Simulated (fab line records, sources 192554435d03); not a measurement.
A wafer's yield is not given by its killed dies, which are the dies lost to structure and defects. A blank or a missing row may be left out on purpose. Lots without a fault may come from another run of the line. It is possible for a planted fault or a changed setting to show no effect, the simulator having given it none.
Matching of chambers    flow n5_finfet    N5_BEOL_M6_ETCH_65 on rie_diel-01 has 4 sister chambers
The step etches SiARC in CF4, target depth 15.6 nm, time 26 s. 4 wafers are shown with their chamber, then 12 later ones without.

WAFERS PAIRED WITH THEIR CHAMBERS
wafer   chamber  drypump_motor_current_A (A)
L083.3  3        6.1
L083.6  0        4.8
L086.2  1        6.4
L086.6  2        5.8

WAFERS WITH NO CHAMBER GIVEN
wafer   drypump_motor_current_A (A)
L087.3  5.8
L087.4  6.3
L087.5  6.0
L090.1  6.1
L090.2  5.8
L090.6  5.8
L097.2  4.8
L097.3  6.3
L097.6  4.9
L096.1  4.8
L096.3  5.8
L096.5  5.8

THE CHAMBER EACH PASSED THROUGH
wafer   from the rows above      in truth
L087.3  2                        2
L087.4  can't be placed: 1 or 3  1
L087.5  can't be placed: 3 or 2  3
L090.1  3                        3
L090.2  2                        2
L090.6  2                        2
L097.2  0                        0
L097.3  can't be placed: 1 or 3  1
L097.6  0                        0
L096.1  0                        0
L096.3  2                        2
L096.5  2                        2
Correct placement for 9 of the 12. From these rows, 3 cannot be placed; in 3 the true chamber is one of the candidates. Wrongly placed: 0.
How it was worked out, from the rows above alone: a wafer's distance from a chamber is the root of the sum, over the readings, of the square of ((its reading less the chamber's mean) divided by the reading's scatter). The wafer belongs to the nearest chamber; if the next one is less than 2 further off, it can't be placed. For every chamber, the mean is computed from those of its wafers that are shown. The scatter: with one shown wafer a chamber, the root of the mean of the squares of how far each hidden wafer lies from its nearest shown one.
